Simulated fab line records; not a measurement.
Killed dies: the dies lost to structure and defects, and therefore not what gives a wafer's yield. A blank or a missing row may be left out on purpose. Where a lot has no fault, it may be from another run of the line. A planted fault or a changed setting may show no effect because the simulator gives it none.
Chamber matching | flow nand-harc | NHARC_A_CHANNEL_FILL_D2_ALD_25 on ald-hk-03: 4 sister chambers
The step deposits SiOx, target thk 60 nm, pulse time 10 s, ald cycles 600. 8 wafers are shown with their chamber, then 8 later ones without.

WAFERS, EACH WITH ITS CHAMBER
wafer  | chamber | heater-power-w (W) | susceptor-temp-C (C)
L077.4 | 3       | 453                | 300.11
L076.5 | 0       | 455                | 299.94
L085.3 | 3       | 466                | 299.97
L085.1 | 2       | 459                | 299.75
L089.1 | 2       | 468                | 299.74
L089.4 | 1       | 471                | 300.01
L089.6 | 0       | 463                | 300.00
L088.4 | 1       | 467                | 300.13

WAFERS MISSING THEIR CHAMBER
wafer  | heater-power-w (W) | susceptor-temp-C (C)
L088.1 | 452                | 300.40
L088.5 | 477                | 299.93
L094.2 | 482                | 300.05
L094.1 | 467                | 300.07
L094.4 | 462                | 299.91
L097.2 | 477                | 300.11
L097.4 | 469                | 299.86
L097.5 | 461                | 300.08

CHAMBER TAKEN BY EACH
wafer  | from the rows above               | in truth
L088.1 | can't be placed: 3 or 1 or 0      | 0
L088.5 | can't be placed: 1 or 0 or 3 or 2 | 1
L094.2 | can't be placed: 1 or 3 or 0      | 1
L094.1 | can't be placed: 1 or 3 or 0      | 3
L094.4 | can't be placed: 0 or 3 or 2 or 1 | 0
L097.2 | can't be placed: 1 or 3           | 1
L097.4 | can't be placed: 2 or 0 or 3 or 1 | 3
L097.5 | can't be placed: 3 or 1 or 0      | 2
Correctly placed: 0 of 8. Cannot be placed on the basis of these rows: 8; the candidates contain the true chamber in 7. 0 placed wrongly.
How it was worked out, from the rows above alone: a wafer's distance from a chamber is the root of the sum, over the readings, of the square of ((its reading less the chamber's mean) divided by the reading's scatter). If the next closest chamber is less than 2 further off than the closest, the wafer can't be placed; otherwise it belongs to the closest. Each chamber's mean is taken over the wafers shown for it. The scatter: take each reading less its chamber's mean, square it, sum over the shown wafers, divide by the number of wafers less the number of chambers, and take the root.
